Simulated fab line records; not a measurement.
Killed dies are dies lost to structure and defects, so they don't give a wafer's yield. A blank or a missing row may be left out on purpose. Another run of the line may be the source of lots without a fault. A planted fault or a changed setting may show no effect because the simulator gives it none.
fab line records | flow nandHarc
[record] lots = 6 wafers = 18 lastDay = 33
route steps=1302 shown P_M1@297 END@1302
lots that met no fault: taken from a fault-free run of the same line
startH: start of the lot's first displayed wafer, in hours after the record's first day | waitH: hours since the lot's step before | " repeats the value in the row above | L1.1+2: a single row standing in for several wafers | - no value, or no start was given | * or withheld: withheld | < > ~ a bound
route shown NAME@n: NAME is a module with steps in the file, n the number in the route of the first one | usual: mean and standard deviation over wafers with no fault | same: alike in all rows | chamber/n: place in a boat | sites: each site's reading | _std_site: standard deviation across them | _edge_site: the outer-site mean with the inner-site mean subtracted | radiusMm: how far each site lies from the wafer's centre | mask NAME#n: copy n | behind: the most recent tool/chamber to have shaped the wafer | hold: cause of the lot's hold/its duration in hours/its outcome | device: the n, p or np transistor that did not switch | end of line: tests run on the same wafers once the route is complete | a step given without rows: its recipe and nothing more | killed: at the first sort, the dies lost to defects and structure; wafer yield is something else | map: a wafer's dies, x killed, . not, _ none there
set.NAME: the run value of the setting; set.NAME@STEP: its run value at that earlier step | model.NAME: the simulator's own value behind a step, which no gauge read
lots at selected steps of the route; one table per step, one row per wafer
services: from which hour (startH, from the record's first day; less than 0 if before it) a tool's chamber was out of use, for how many hours, and why
[[steps]]
[step NHARC_P_M1_INSPECT_11]
[usual] rawDefectCount = 4.9/2.6
// columns lot.wafer tool chamber startH waitH rawDefectCount
L369.1 defectInspect-02 - 149.89 0.0 9
L369.2 " - " " 7
L369.6 " - " " 3
L374.1 defectInspect-02 - 196.91 0.0 5
L374.4 " - " " 3
L374.5 " - " " 5
L377.1 defectInspect-01 - 222.45 0.0 10
L377.2 " - " " 3
L377.6 " - " " 5
L378.2 defectInspect-01 - 233.44 0.0 8
L378.3 " - " " 7
L378.5 " - " " 5
L386.3 defectInspect-01 - 314.66 0.0 6
L386.5 " - " " 3
L386.6 " - " " 3
L388.1 defectInspect-02 - 349.53 0.0 4
L388.5 " - " " 1
L388.6 " - " " 2
[step NHARC_P_M1_DESCUM_14]
[recipe] timeS = 3 o2FlowSccm = 200 arFlowSccm = 0 biasPowerW = 0 chemistry = O2
[step NHARC_P_M1_ETCH_35]
[recipe] targetDepthA = 400 overetchA = 120 timeS = 43.94 ionEnergyEv = 200 n2FlowSccm = 150 h2FlowSccm = 150 arFlowSccm = 0 rfW = 400 biasW = 150 chemistry = N2/H2
[usual] drypumpMotorCurrentA = 5.6/0.44 mfcArSccm = 0.009/0.0097 oesProductAu = 0.998/0.016 rfVppV = 431.6/2.9 showerheadPlenumPTorr = 2.07/0.098 throttleValvePct = 14.170/0.0089
[same] timeS = 43.94
// columns lot.wafer tool chamber startH waitH drypumpMotorCurrentA mfcArSccm oesProductAu rfHoursCounterH rfVppV showerheadPlenumPTorr throttleValvePct
L369.1 rieDiel-11 3 150.03 0.1 6.0 0 0.983 4 430.4 2.01 14.157
L369.2 " 1 " " 6.1 0.025 0.993 3 435.3 2.19 14.187
L369.6 " 3 " " 5.9 0 0.997 - 429.7 2.01 14.163
L374.4 rieDiel-11 2 197.05 0.1 6.1 0.017 0.979 7 434.4 2.15 14.177
L374.1 " 3 " " 6.0 0 0.981 7 430.7 2.01 14.183
L374.5 " 3 " " 6.0 0 0.995 - 430.0 2.01 14.172
L377.2 rieDiel-09 3 222.60 0.1 5.5 0 1.016 7 431.5 2.18 14.176
L377.1 " 0 " " 5.4 0 1.019 7 428.3 1.98 14.169
L377.6 " 2 " " 5.3 0 0.996 - 427.4 1.94 14.169
L378.2 rieDiel-11 2 233.59 0.1 6.0 0.017 0.988 9 434.5 2.15 14.161
L378.3 " 1 " " 6.1 0.025 1.006 7 435.9 2.19 14.169
L378.5 " 2 " " 6.1 0.017 0.981 - 433.5 2.15 14.181
L386.3 rieDiel-09 1 314.80 0.1 4.9 0 0.992 14 434.0 2.17 14.179
L386.5 " 1 " " 4.9 0 0.996 - 433.5 2.17 14.170
L386.6 " 2 " " 5.3 0 1.005 - 429.7 1.94 14.183
L388.1 rieDiel-11 1 349.68 0.1 6.1 0.025 0.988 5 434.4 2.19 14.154
L388.6 " 0 " " 5.3 0.014 0.995 - 428.4 1.97 14.176
L388.5 " 1 " " 6.1 0.025 0.987 - 433.8 2.19 14.183
[step NHARC_P_M1_ETCH_15]
[recipe] targetDepthA = 1825 timeS = 91.2 c4f8FlowSccm = withheld arFlowSccm = 400 rfW = 600 biasW = 300 chemistry = C4F8/Ar
[usual] oesProductAu = 0.956/0.024 rfVppV = 441.6/2.8
[same] timeS = 91.2
// columns lot.wafer tool chamber startH waitH oesProductAu rfHoursCounterH rfVppV
L369.1 rieDiel-11 0 - - 0.973 3 439.2
L369.2 " 1 " " 0.979 3 444.6
L369.6 " 0 " " 0.973 - 438.8
L374.1 rieDiel-11 3 - - 0.964 7 440.4
L374.4 " 1 " " 0.963 5 446.1
L374.5 " 0 " " 0.997 - 439.9
L377.2 rieDiel-09 1 - - 0.944 7 444.9
L377.1 " 2 " " 0.953 7 437.5
L377.6 " 1 " " 0.961 - 444.8
L378.3 rieDiel-11 0 - - 0.986 8 440.5
L378.2 " 2 " " 0.939 9 443.1
L378.5 " 0 " " 0.981 - 438.8
L386.3 rieDiel-09 2 - - 0.991 15 438.2
L386.5 " 0 " " 0.994 - 440.1
L386.6 " 1 " " 0.973 - 444.0
L388.1 rieDiel-11 3 - - 0.944 4 439.7
L388.6 " 0 " " 0.974 - 438.5
L388.5 " 1 " " 0.967 - 444.6
[step NHARC_P_M1_CD_MEAS_16]
[usual] cdNm = 130.0/1.1
// columns lot.wafer tool chamber startH waitH cdNm
L369.1 cdSem-01 - 150.25 - 131.2
L369.2 " - " " 129.8
L369.6 " - " " 129.9
L374.1 cdSem-02 - 197.27 - 127.9
L374.4 " - " " 129.1
L374.5 " - " " 128.3
L377.1 cdSem-02 - 222.82 - 131.6
L377.2 " - " " 128.4
L377.6 " - " " 130.7
L378.2 cdSem-01 - 233.81 - 131.6
L378.3 " - " " 129.2
L378.5 " - " " 129.1
L386.3 cdSem-02 - 315.03 - 129.4
L386.5 " - " " 129.9
L386.6 " - " " 129.2
L388.1 cdSem-03 - 349.90 - 128.3
L388.5 " - " " 130.3
L388.6 " - " " 129.6
[step NHARC_P_M1_STRIP_18]
[recipe] powerW = 1000 n2FlowSccm = 150 h2FlowSccm = 150 arFlowSccm = 0 biasW = 0 chemistry = N2/H2
[usual] drypumpMotorCurrentA = 5.5/0.45 mfcArSccm = 0.005/0.0077 oesProductAu = 1.004/0.015 rfVppV = 90.7/0.99 showerheadPlenumPTorr = 2.05/0.099 throttleValvePct = 14.171/0.0094
// columns lot.wafer tool chamber startH waitH drypumpMotorCurrentA mfcArSccm oesProductAu rfHoursCounterH rfVppV showerheadPlenumPTorr throttleValvePct
L369.1 rieDiel-11 2 150.33 0.1 6.1 0.017 0.973 4 91.1 2.15 14.175
L369.2 " 1 " " 6.1 0.025 1.002 3 91.2 2.19 14.182
L369.6 " 2 " " 6.1 0.017 0.980 - 89.9 2.15 14.177
L374.1 rieDiel-09 0 197.35 0.1 5.3 0 1.026 5 89.6 1.98 14.173
L374.4 " 3 " " 5.4 0 1.014 5 91.8 2.18 14.152
L374.5 " 0 " " 5.4 0 1.015 - 89.6 1.98 14.189
L377.1 rieDiel-11 1 222.92 0.1 6.1 0.025 0.993 6 92.4 2.19 14.172
L377.2 " 2 " " 6.1 0.017 0.971 8 91.4 2.15 14.167
L377.6 " 0 " " 5.3 0.014 1.007 - 89.8 1.97 14.176
L378.2 rieDiel-09 0 233.88 0.1 5.4 0 1.031 8 90.6 1.98 14.180
L378.3 " 3 " " 5.4 0 1.029 8 91.3 2.18 14.172
L378.5 " 0 " " 5.3 0 1.024 - 88.8 1.98 14.172
L386.3 rieDiel-10 3 315.15 0.1 5.3 0 1.015 16 91.2 1.98 14.149
L386.6 " 1 " " 5.1 0.009 1.012 - 90.3 2.03 14.177
L386.5 " 2 " " 6.3 0 0.982 - 90.6 1.90 14.169
L388.1 rieDiel-11 2 349.97 0.1 6.1 0.017 0.972 5 90.4 2.15 14.182
L388.6 " 2 " " 6.1 0.017 0.975 - 91.0 2.15 14.174
L388.5 " 3 " " 6.0 0 0.992 - 90.7 2.01 14.167
[step NHARC_P_M1_ETCH_28]
[recipe] targetDepthA = 300 overEtchFrac = 0.3 timeS = 72.99 ionEnergyEv = 150 cf4FlowSccm = 50 n2FlowSccm = 100 arFlowSccm = 150 rfW = 300 biasW = 100 chemistry = CF4/N2
[usual] cf4FlowSccm = 50.00/0.16 drypumpMotorCurrentA = 5.5/0.44 mfcArSccm = 149.9/0.46 oesProductAu = 1.006/0.015 rfVppV = 314.4/2.1 showerheadPlenumPTorr = 2.64/0.12 throttleValvePct = 19.794/0.01
[same] overEtchFrac = 0.3 timeS = 72.99
// columns lot.wafer tool chamber startH waitH cf4FlowSccm drypumpMotorCurrentA mfcArSccm oesProductAu rfHoursCounterH rfVppV showerheadPlenumPTorr throttleValvePct
L369.2 rieDiel-11 3 - - 49.99 6.0 150.1 0.989 4 313.4 2.59 19.793
L369.1 " 2 " " 49.90 6.1 149.3 0.978 4 316.0 2.76 19.788
L369.6 " 0 " " 49.92 5.4 150.2 1.012 - 312.7 2.55 19.781
L374.4 rieDiel-09 1 - - 50.06 4.9 149.3 0.986 5 318.8 2.78 19.814
L374.1 " 0 " " 49.91 5.3 150.3 1.015 5 313.0 2.55 19.810
L374.5 " 1 " " 50.25 4.9 149.5 0.997 - 317.5 2.78 19.805
L377.2 rieDiel-11 3 - - 49.70 6.0 149.9 0.989 8 313.0 2.59 19.800
L377.1 " 0 " " 49.91 5.3 149.8 1.002 7 312.5 2.55 19.801
L377.6 " 3 " " 50.12 6.0 151.1 0.986 - 315.0 2.59 19.788
L378.3 rieDiel-09 2 - - 49.91 5.3 149.6 0.999 8 312.3 2.51 19.794
L378.2 " 3 " " 50.12 5.4 150.3 1.013 8 316.1 2.79 19.807
L378.5 " 0 " " 49.96 5.3 150.4 1.020 - 312.7 2.55 19.806
L386.3 rieDiel-10 2 - - 50.05 6.3 149.8 0.981 18 312.5 2.46 19.811
L386.6 " 0 " " 49.87 6.3 148.7 1.002 - 315.3 2.64 19.806
L386.5 " 1 " " 50.09 5.1 150.6 1.009 - 314.7 2.61 19.793
L388.1 rieDiel-11 3 - - 49.99 6.0 149.9 0.990 4 314.1 2.59 19.790
L388.6 " 3 " " 49.89 6.0 150.3 0.999 - 314.8 2.59 19.786
L388.5 " 0 " " 50.06 5.4 150.6 1.008 - 311.4 2.54 19.799
[step NHARC_P_M1_STRIP_19]
[recipe] timeS = 600 tempC = 30 chemistry = postEtchResidueRemover
[step NHARC_P_M1_DEGAS_29]
[recipe] tempC = 250 timeS = 60
[step NHARC_P_M1_PRE_CLEAN_30]
[recipe] timeS = 30 tempC = 280 gas = H2/He
[step NHARC_P_M1_PVD_20]
[recipe] targetThkA = 50 biasV = 168.6 powerW = 15000 chamberPressurePa = 0.12 timeS = 8.06 substrateTempC = 50 material = TaN
[step NHARC_P_M1_PVD_21]
[recipe] targetThkA = 300 chamberPressurePa = 5 powerW = 5000 substrateTempC = 30 timeS = 20.49 material = Cu
[step NHARC_P_M1_ECD_22]
[recipe] targetThkA = 4000 bathTempC = 25 material = Cu
// columns lot.wafer tool chamber startH waitH
L369.2+1+6 ecdCu-01 1,0,1 151.32 -
L374.1+4+5 ecdCu-01 1,1,0 198.41 -
L377.2+1+6 ecdCu-01 1,0,0 223.89 -
L378.2+3+5 ecdCu-01 0 234.95 -
L386.3+6+5 ecdCu-02 0,1,0 316.24 -
L388.1+5+6 ecdCu-02 1,0,1 351.05 -
[step NHARC_P_M1_ANNEAL_31]
[recipe] tempC = 225 timeS = 90
[usual] annealTempC = 224.99/0.17 wafer_temp_C_max = 225.74/0.23
[same] timeS = 90
// columns lot.wafer tool chamber startH waitH annealTempC wafer_temp_C_max
L369.1 rtpAnneal-01 0 151.70 - 224.92 225.44
L369.2 " 0 " " 224.84 225.35
L369.6 " 0 " " 225.01 225.37
L374.1 rtpAnneal-02 0 198.74 - 225.29 225.89
L374.4 " 0 " " 225.00 226.04
L374.5 " 0 " " 225.12 225.89
L377.1 rtpAnneal-01 0 224.28 0.3 225.14 225.73
L377.2 " 0 " " 225.02 225.53
L377.6 " 0 " " 224.94 225.71
L378.2 rtpAnneal-01 0 235.37 - 225.28 225.52
L378.3 " 0 " " 225.26 225.83
L378.5 " 0 " " 225.14 225.76
L386.3 rtpAnneal-02 0 316.57 0.3 225.08 225.92
L386.5 " 0 " " 225.23 225.83
L386.6 " 0 " " 225.27 225.82
L388.1 rtpAnneal-01 0 351.40 0.3 225.09 225.56
L388.5 " 0 " " 225.11 225.51
L388.6 " 0 " " 225.18 225.46
[step NHARC_P_M1_CMP_23]
[recipe] tOverpolishS = 20 targetThkNm = 157.82
[usual] motorCurrentA = 12.8/1 timeToEndpointS = 29/3.6
// columns lot.wafer tool chamber startH waitH motorCurrentA timeToEndpointS
L369.1 cmp-02 3 152.07 - 12.7 28
L369.2 " 1 " " 11.4 34
L369.6 " 2 " " 13.2 27
L374.1 cmp-04 2 199.11 - 12.5 27
L374.4 " 0 " " 11.0 27
L374.5 " 1 " " 13.8 25
L377.2 cmp-02 3 224.62 - 13.0 17
L377.1 " 2 " " 13.0 31
L377.6 " 0 " " 13.4 26
L378.3 cmp-04 1 235.69 - 12.7 23
L378.2 " 3 " " 13.4 17
L378.5 " 1 " " 13.0 12
L386.3 cmp-04 0 316.81 - 11.5 28
L386.5 " 0 " " 10.6 30
L386.6 " 1 " " 12.5 25
L388.1 cmp-04 2 351.80 - 12.0 29
L388.6 " 0 " " 11.4 30
L388.5 " 1 " " 13.6 24
[step NHARC_P_M1_THK_MEAS_24]
[recipe] thkMeasGauge = xrf
[usual] thkNm = 158.2/1.8
// columns lot.wafer tool chamber startH waitH thkNm
L369.1 filmMetro-02 - 152.36 - 157.2
L369.2 " - " " 158.7
L369.6 " - " " 156.6
L374.1 filmMetro-02 - 199.40 - 157.8
L374.4 " - " " 158.8
L374.5 " - " " 156.8
L377.1 filmMetro-01 - 224.93 - 158.0
L377.2 " - " " 160.0
L377.6 " - " " 155.4
L378.2 filmMetro-01 - 235.97 - 158.5
L378.3 " - " " 157.2
L378.5 " - " " 157.2
L386.3 filmMetro-01 - 317.12 - 159.6
L386.5 " - " " 160.0
L386.6 " - " " 157.8
L388.1 filmMetro-02 - 352.06 - 157.7
L388.5 " - " " 155.3
L388.6 " - " " 161.6
[step NHARC_END_SORT_01]
[recipe] tempC = 25
[usual] defectLimitedYield = 91.6/2.4 killedAtArray = 52/16 killedAtOther = 0.8/0.98 killedAtPeriphery = 4.2/2.9 killedDies = 57/16 killedOpen = 3.3/1.9 killedShort = 2.5/1.5 sort_bin_2_pct = 3.0/1 sort_bin_3_pct = 0.6/0.31 sort_bin_4_pct = 4.8/1.5 sortNPass = 620/16 sortRimYieldPct = 90/4.1 sortYieldPct = 91.6/2.4
[same] grossDies = 677 sort_bin_5_pct[%] = 0 sort_bin_6_pct[%] = 0 sort_bin_7_pct[%] = 0 sort_bin_8_pct[%] = 0 sortRimNGross = 106.00
// columns lot.wafer tool chamber startH waitH defectLimitedYield[%] killedAtArray killedAtOther killedAtPeriphery killedDies killedOpen killedShort sort_bin_2_pct[%] sort_bin_3_pct[%] sort_bin_4_pct[%] sortNPass sortRimYieldPct[%] sortYieldPct[%]
L369.1 prober-02 0 602.30 2.5 92.0 48 3 3 54 1 3 2.2 1.3 4.4 623 90 92.0
L369.2 prober-02 0 603.09 2.8 92.0 48 2 4 54 2 1 3.2 0.6 4.1 623 88 92.0
L369.6 prober-02 0 606.25 4.0 93.8 39 1 2 42 0 3 3.7 0.6 1.9 635 97 93.8
L374.1 prober-01 0 624.73 2.5 86.1 93 0 1 94 3 0 6.2 0.7 6.9 583 87 86.1
L374.4 prober-01 0 627.15 3.4 87.6 81 0 3 84 4 1 4.4 0.7 7.2 593 82 87.6
L374.5 prober-01 0 627.95 3.7 89.5 69 0 2 71 2 1 4.1 0.9 5.5 606 88 89.5
L377.1 prober-02 0 663.31 2.5 90.0 58 3 7 68 1 3 4.1 0.6 5.3 609 91 90.0
L377.2 prober-02 0 664.11 2.8 88.5 73 2 3 78 0 1 3.7 0.6 7.2 599 86 88.5
L377.6 prober-02 0 667.29 4.0 93.5 35 3 6 44 3 1 2.1 0.3 4.1 633 92 93.5
L378.2 prober-02 0 671.90 2.8 90.7 55 0 8 63 7 5 3.2 0.4 5.6 614 87 90.7
L378.3 prober-02 0 672.70 3.1 89.5 65 1 5 71 4 2 4.1 0.6 5.8 606 93 89.5
L378.5 prober-02 0 674.29 3.7 93.2 37 1 8 46 5 3 3.1 0.3 3.4 631 86 93.2
L386.3 prober-01 0 753.06 3.1 92.3 50 0 2 52 2 1 2.2 0.4 5.0 625 89 92.3
L386.5 prober-01 0 754.67 3.7 92.5 46 0 5 51 4 0 2.7 0.6 4.3 626 92 92.5
L386.6 prober-01 0 755.48 4.0 92.3 47 0 5 52 6 3 2.5 0.4 4.7 625 92 92.3
L388.1 prober-01 0 780.25 2.5 95.7 26 0 3 29 2 3 0.7 0.1 3.4 648 95 95.7
L388.5 prober-01 0 783.47 3.7 95.3 27 0 5 32 5 3 1.2 0 3.5 645 95 95.3
L388.6 prober-01 0 784.27 4.0 96.6 21 0 2 23 4 1 1.0 0.1 2.2 654 95 96.6
// killed by level:class
L369.1 A_CHANNEL_HOLE_D1:chamberFilmFlake=28 A_CHANNEL_HOLE_D2:chamberFilmFlake=11 THIN_TSV:chamberFilmFlake=3 P_GATE:chamberFilmFlake=2 A_SLIT:chamberFilmFlake=2 A_CONTACT:chamberFilmFlake=2 A_CHANNEL_HOLE_D1:geometricParticle:short=1 A_SGD_CUT:geometricParticle:short=1
L369.2 A_CHANNEL_HOLE_D2:chamberFilmFlake=29 A_CHANNEL_HOLE_D1:chamberFilmFlake=13 P_STI:chamberFilmFlake=3 A_SLIT:chamberFilmFlake=2 A_CONTACT:chamberFilmFlake=2 THIN_TSV:chamberFilmFlake=2 P_CONTACT:geometricParticle:open=1 A_CHANNEL_HOLE_D2:geometricParticle:open=1
L369.6 A_CHANNEL_HOLE_D2:chamberFilmFlake=21 A_CHANNEL_HOLE_D1:chamberFilmFlake=14 A_WL_FILL:geometricParticle:short=2 A_CONTACT:chamberFilmFlake=2 P_GATE:geometricParticle:short=1 P_STI:chamberFilmFlake=1 THIN_TSV:chamberFilmFlake=1
L374.1 A_SLIT:chamberFilmFlake=38 A_CHANNEL_HOLE_D1:chamberFilmFlake=32 A_CHANNEL_HOLE_D2:chamberFilmFlake=11 A_STAIRCASE:chamberFilmFlake=3 A_WL_FILL:geometricParticle:open=2 A_M0:geometricParticle:open=1 P_STI:chamberFilmFlake=1 A_ZERO_WELL:chamberFilmFlake=1
L374.4 A_SLIT:chamberFilmFlake=29 A_CHANNEL_HOLE_D1:chamberFilmFlake=23 A_CHANNEL_HOLE_D2:chamberFilmFlake=11 A_WL_FILL:chamberFilmFlake=6 A_M0:chamberFilmFlake=4 A_CONTACT:chamberFilmFlake=3 A_CHANNEL_FILL_D1:chamberFilmFlake=2 P_STI:geometricParticle:open=1
L374.5 A_SLIT:chamberFilmFlake=29 A_CHANNEL_HOLE_D1:chamberFilmFlake=19 A_CHANNEL_HOLE_D2:chamberFilmFlake=13 P_ZERO_WELL:chamberFilmFlake=2 A_WL_FILL:chamberFilmFlake=2 A_CONTACT:chamberFilmFlake=2 A_CHANNEL_HOLE_D1:geometricParticle:short=1 A_CONTACT:geometricParticle:open=1
L377.1 A_SLIT:chamberFilmFlake=21 A_CHANNEL_HOLE_D2:chamberFilmFlake=15 A_CHANNEL_HOLE_D1:chamberFilmFlake=8 P_CONTACT:chamberFilmFlake=6 A_CONTACT:chamberFilmFlake=4 THIN_TSV:chamberFilmFlake=3 A_BLC:chamberFilmFlake=3 P_M2:geometricParticle:open=1
L377.2 A_SLIT:chamberFilmFlake=40 A_CHANNEL_HOLE_D2:chamberFilmFlake=10 A_CHANNEL_HOLE_D1:chamberFilmFlake=8 A_BLC:chamberFilmFlake=4 P_CONTACT:chamberFilmFlake=3 A_ZERO_WELL:chamberFilmFlake=2 A_STAIRCASE:chamberFilmFlake=2 A_CHANNEL_FILL_D1:chamberFilmFlake=2
L377.6 A_SLIT:chamberFilmFlake=12 A_CHANNEL_HOLE_D2:chamberFilmFlake=7 A_BLC:chamberFilmFlake=5 P_CONTACT:chamberFilmFlake=4 A_CHANNEL_HOLE_D1:chamberFilmFlake=3 THIN_TSV:chamberFilmFlake=3 A_STAIRCASE:chamberFilmFlake=2 A_CONTACT:chamberFilmFlake=2
L378.2 A_SLIT:chamberFilmFlake=19 A_CHANNEL_HOLE_D2:chamberFilmFlake=17 P_STI:chamberFilmFlake=4 A_CHANNEL_HOLE_D1:chamberFilmFlake=3 A_ONON_D2:geometricParticle:short=2 A_M0:geometricParticle:open=2 A_WL_FILL:chamberFilmFlake=2 P_M0:geometricParticle:short=1
L378.3 A_SLIT:chamberFilmFlake=33 A_CHANNEL_HOLE_D2:chamberFilmFlake=10 A_CHANNEL_HOLE_D1:chamberFilmFlake=7 A_CHANNEL_FILL_D1:chamberFilmFlake=5 P_STI:chamberFilmFlake=3 A_M0:geometricParticle:open=2 A_STAIRCASE:chamberFilmFlake=2 P_STI:geometricParticle:short=1
L378.5 A_SLIT:chamberFilmFlake=19 A_CHANNEL_HOLE_D2:chamberFilmFlake=7 A_CHANNEL_HOLE_D1:chamberFilmFlake=3 P_GATE:geometricParticle:open=2 P_CONTACT:geometricParticle:open=2 A_CHANNEL_FILL_D2:geometricParticle:short=2 P_STI:chamberFilmFlake=2 A_CHANNEL_FILL_D1:chamberFilmFlake=2
L386.3 A_CHANNEL_HOLE_D2:chamberFilmFlake=22 A_CHANNEL_HOLE_D1:chamberFilmFlake=13 A_SLIT:chamberFilmFlake=9 A_WL_FILL:chamberFilmFlake=3 P_M0:geometricParticle:open=1 A_DECK1_JOINT:geometricParticle:short=1 A_BLC:geometricParticle:open=1 P_GATE:chamberFilmFlake=1
L386.5 A_CHANNEL_HOLE_D2:chamberFilmFlake=22 A_CHANNEL_HOLE_D1:chamberFilmFlake=12 A_SLIT:chamberFilmFlake=5 A_CONTACT:chamberFilmFlake=3 P_STI:geometricParticle:open=1 P_GATE:geometricParticle:open=1 P_CONTACT:geometricParticle:open=1 A_ONON_D1:geometricParticle:open=1
L386.6 A_CHANNEL_HOLE_D2:chamberFilmFlake=15 A_CONTACT:chamberFilmFlake=8 A_CHANNEL_HOLE_D1:chamberFilmFlake=7 A_SLIT:chamberFilmFlake=6 P_GATE:chamberFilmFlake=3 A_WL_FILL:chamberFilmFlake=3 A_CHANNEL_FILL_D1:geometricParticle:short=2 A_ONON_D2:geometricParticle:open=2
L388.1 A_CONTACT:chamberFilmFlake=9 A_SLIT:chamberFilmFlake=5 A_ZERO_WELL:chamberFilmFlake=2 A_CHANNEL_HOLE_D2:chamberFilmFlake=2 A_STAIRCASE:chamberFilmFlake=2 P_CONTACT:geometricParticle:open=1 A_CHANNEL_FILL_D1:geometricParticle:short=1 A_DECK1_JOINT:geometricParticle:short=1
L388.5 A_CONTACT:chamberFilmFlake=12 P_M0:geometricParticle:open=4 A_CHANNEL_HOLE_D1:chamberFilmFlake=3 A_ONON_D1:geometricParticle:short=2 A_ZERO_WELL:chamberFilmFlake=2 A_SLIT:chamberFilmFlake=2 A_ONON_D1:geometricParticle:open=1 A_WL_FILL:geometricParticle:short=1
L388.6 A_CONTACT:chamberFilmFlake=4 A_STAIRCASE:chamberFilmFlake=4 A_SLIT:chamberFilmFlake=3 A_CHANNEL_FILL_D2:geometricParticle:open=2 A_CHANNEL_HOLE_D1:chamberFilmFlake=2 A_DECK1_JOINT:chamberFilmFlake=2 P_M0:geometricParticle:open=1 A_WL_FILL:geometricParticle:short=1
[[services]]
// columns tool chamber startH hours kind
cmp-02 - 134.60 4.0 pm
rieDiel-10 0 138.08 1.7 repair
rieDiel-09 - 143.14 9.0 pm
cmp-04 - 153.91 1.8 repair
ecdCu-01 - 160.06 8.0 pm
rieDiel-10 1 181.14 7.9 repair
ecdCu-01 - 193.12 0.6 repair
ecdCu-01 - 203.35 1.2 repair
rieDiel-09 - 207.42 0.2 repair
cmp-04 - 209.11 4.0 pm
rieDiel-09 3 214.69 4.7 repair
rieDiel-11 - 221.88 0.7 repair
rieDiel-09 1 226.65 14.5 repair
cmp-02 - 232.60 4.0 pm
ecdCu-01 - 246.17 4.1 repair
rieDiel-11 - 255.50 9.0 pm
cmp-04 - 263.85 0.5 repair
rieDiel-11 3 293.35 5.5 repair
cmp-04 - 301.28 0.3 repair
cmp-04 - 307.11 4.0 pm
rieDiel-09 3 315.29 3.7 repair
rieDiel-09 - 320.14 9.0 pm
ecdCu-01 - 336.06 8.0 pm
rieDiel-09 0 345.55 6.6 repair
[[key]]
[firstSign] step = NHARC_P_M1_CMP_23 reading = timeToEndpointS direction = down sigmas = 3.7 usual = * struck = *
effect none on later readings
metAt NHARC_P_M1_ECD_22
struckWafers L377.2,L378.2,L378.5
onsetBetween 198.41 223.89
[fault] kind = processParameterDrift tool = ecdCu-01 chamber = - onsetH = 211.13 steps = NHARC_P_M1_ECD_22 channel = targetThkA offset = * shape = step endH = 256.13 scope = struckWafersOnly actsIn = * stated = *
